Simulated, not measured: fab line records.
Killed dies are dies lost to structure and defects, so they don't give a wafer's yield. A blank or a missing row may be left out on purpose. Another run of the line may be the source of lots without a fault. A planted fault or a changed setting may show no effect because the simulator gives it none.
Chamber matching || flow n5-finfet || rie-diel-06 running N5_BEOL_M0_STRIP_104: 4 sister chambers
The step strips in N2/H2. 20 wafers are shown with their chamber, then 10 later ones without.

WAFERS WITH THEIR CHAMBER
{"wafer": "L074.1", "chamber": 3, "drypump-motor-current-A (A)": 5.8, "showerhead-plenum-p-Torr (Torr)": 2.54, "throttle-valve-pct (%)": 23.70}
{"wafer": "L074.2", "chamber": 2, "drypump-motor-current-A (A)": 6.6, "showerhead-plenum-p-Torr (Torr)": 2.61, "throttle-valve-pct (%)": 23.42}
{"wafer": "L074.3", "chamber": 0, "drypump-motor-current-A (A)": 5.0, "showerhead-plenum-p-Torr (Torr)": 2.49, "throttle-valve-pct (%)": 23.55}
{"wafer": "L077.1", "chamber": 1, "drypump-motor-current-A (A)": 5.1, "showerhead-plenum-p-Torr (Torr)": 2.53, "throttle-valve-pct (%)": 23.18}
{"wafer": "L077.3", "chamber": 3, "drypump-motor-current-A (A)": 5.8, "showerhead-plenum-p-Torr (Torr)": 2.54, "throttle-valve-pct (%)": 23.71}
{"wafer": "L077.5", "chamber": 1, "drypump-motor-current-A (A)": 5.1, "showerhead-plenum-p-Torr (Torr)": 2.53, "throttle-valve-pct (%)": 23.20}
{"wafer": "L080.2", "chamber": 1, "drypump-motor-current-A (A)": 5.2, "showerhead-plenum-p-Torr (Torr)": 2.53, "throttle-valve-pct (%)": 23.23}
{"wafer": "L080.3", "chamber": 3, "drypump-motor-current-A (A)": 5.8, "showerhead-plenum-p-Torr (Torr)": 2.54, "throttle-valve-pct (%)": 23.71}
{"wafer": "L080.6", "chamber": 3, "drypump-motor-current-A (A)": 5.8, "showerhead-plenum-p-Torr (Torr)": 2.54, "throttle-valve-pct (%)": 23.71}
{"wafer": "L082.2", "chamber": 3, "drypump-motor-current-A (A)": 5.8, "showerhead-plenum-p-Torr (Torr)": 2.54, "throttle-valve-pct (%)": 23.75}
{"wafer": "L082.3", "chamber": 0, "drypump-motor-current-A (A)": 4.9, "showerhead-plenum-p-Torr (Torr)": 2.48, "throttle-valve-pct (%)": 23.56}
{"wafer": "L082.5", "chamber": 1, "drypump-motor-current-A (A)": 5.1, "showerhead-plenum-p-Torr (Torr)": 2.53, "throttle-valve-pct (%)": 23.25}
{"wafer": "L089.1", "chamber": 3, "drypump-motor-current-A (A)": 5.8, "showerhead-plenum-p-Torr (Torr)": 2.53, "throttle-valve-pct (%)": 23.74}
{"wafer": "L089.2", "chamber": 0, "drypump-motor-current-A (A)": 4.9, "showerhead-plenum-p-Torr (Torr)": 2.48, "throttle-valve-pct (%)": 23.59}
{"wafer": "L089.3", "chamber": 1, "drypump-motor-current-A (A)": 5.2, "showerhead-plenum-p-Torr (Torr)": 2.53, "throttle-valve-pct (%)": 23.22}
{"wafer": "L089.4", "chamber": 2, "drypump-motor-current-A (A)": 6.6, "showerhead-plenum-p-Torr (Torr)": 2.60, "throttle-valve-pct (%)": 23.45}
{"wafer": "L089.5", "chamber": 0, "drypump-motor-current-A (A)": 4.9, "showerhead-plenum-p-Torr (Torr)": 2.48, "throttle-valve-pct (%)": 23.62}
{"wafer": "L089.6", "chamber": 1, "drypump-motor-current-A (A)": 5.2, "showerhead-plenum-p-Torr (Torr)": 2.52, "throttle-valve-pct (%)": 23.22}
{"wafer": "L090.1", "chamber": 1, "drypump-motor-current-A (A)": 5.2, "showerhead-plenum-p-Torr (Torr)": 2.53, "throttle-valve-pct (%)": 23.25}
{"wafer": "L090.5", "chamber": 2, "drypump-motor-current-A (A)": 6.6, "showerhead-plenum-p-Torr (Torr)": 2.60, "throttle-valve-pct (%)": 23.42}

SIGNATURES (means of the wafers above)
{"reading": "drypump-motor-current-A", "chamber 0": 4.925, "chamber 1": 5.157, "chamber 2": 6.600, "chamber 3": 5.800, "scatter within a chamber": 0.0392}
{"reading": "showerhead-plenum-p-Torr", "chamber 0": 2.4825, "chamber 1": 2.5286, "chamber 2": 2.6033, "chamber 3": 2.5383, "scatter within a chamber": 0.00441}
{"reading": "throttle-valve-pct", "chamber 0": 23.5800, "chamber 1": 23.2214, "chamber 2": 23.4300, "chamber 3": 23.7200, "scatter within a chamber": 0.0243}
Rule: a wafer lies at a distance from a chamber equal to the root of the sum of squares, over the readings, of (its reading less the chamber's mean, divided by the reading's scatter). The wafer belongs to the nearest chamber; if the next one is less than 2 further off, it can't be placed. The scatter: the root of (the sum of the squares of (reading less its chamber's mean) over the shown wafers, divided by (wafers less chambers)).

WAFERS WITH NO CHAMBER GIVEN
{"wafer": "L090.6", "drypump-motor-current-A (A)": 5.2, "showerhead-plenum-p-Torr (Torr)": 2.52, "throttle-valve-pct (%)": 23.24}
{"wafer": "L092.1", "drypump-motor-current-A (A)": 5.0, "showerhead-plenum-p-Torr (Torr)": 2.47, "throttle-valve-pct (%)": 23.57}
{"wafer": "L092.2", "drypump-motor-current-A (A)": 5.2, "showerhead-plenum-p-Torr (Torr)": 2.52, "throttle-valve-pct (%)": 23.25}
{"wafer": "L092.4", "drypump-motor-current-A (A)": 5.8, "showerhead-plenum-p-Torr (Torr)": 2.53, "throttle-valve-pct (%)": 23.79}
{"wafer": "L094.2", "drypump-motor-current-A (A)": 4.9, "showerhead-plenum-p-Torr (Torr)": 2.47, "throttle-valve-pct (%)": 23.61}
{"wafer": "L094.5", "drypump-motor-current-A (A)": 4.9, "showerhead-plenum-p-Torr (Torr)": 2.47, "throttle-valve-pct (%)": 23.58}
{"wafer": "L094.6", "drypump-motor-current-A (A)": 5.8, "showerhead-plenum-p-Torr (Torr)": 2.53, "throttle-valve-pct (%)": 23.76}
{"wafer": "L097.1", "drypump-motor-current-A (A)": 5.2, "showerhead-plenum-p-Torr (Torr)": 2.52, "throttle-valve-pct (%)": 23.23}
{"wafer": "L097.2", "drypump-motor-current-A (A)": 5.8, "showerhead-plenum-p-Torr (Torr)": 2.52, "throttle-valve-pct (%)": 23.81}
{"wafer": "L097.6", "drypump-motor-current-A (A)": 5.2, "showerhead-plenum-p-Torr (Torr)": 2.52, "throttle-valve-pct (%)": 23.25}

EACH ONE'S CHAMBER
{"wafer": "L090.6", "from the rows above": 1, "in truth": 1}
{"wafer": "L092.1", "from the rows above": 0, "in truth": 0}
{"wafer": "L092.2", "from the rows above": 1, "in truth": 1}
{"wafer": "L092.4", "from the rows above": 3, "in truth": 3}
{"wafer": "L094.2", "from the rows above": 0, "in truth": 0}
{"wafer": "L094.5", "from the rows above": 0, "in truth": 0}
{"wafer": "L094.6", "from the rows above": 3, "in truth": 3}
{"wafer": "L097.1", "from the rows above": 1, "in truth": 1}
{"wafer": "L097.2", "from the rows above": 3, "in truth": 3}
{"wafer": "L097.6", "from the rows above": 1, "in truth": 1}
10 of 10 placed correctly. Can't be placed from these rows: 0. Number placed wrongly: 0.
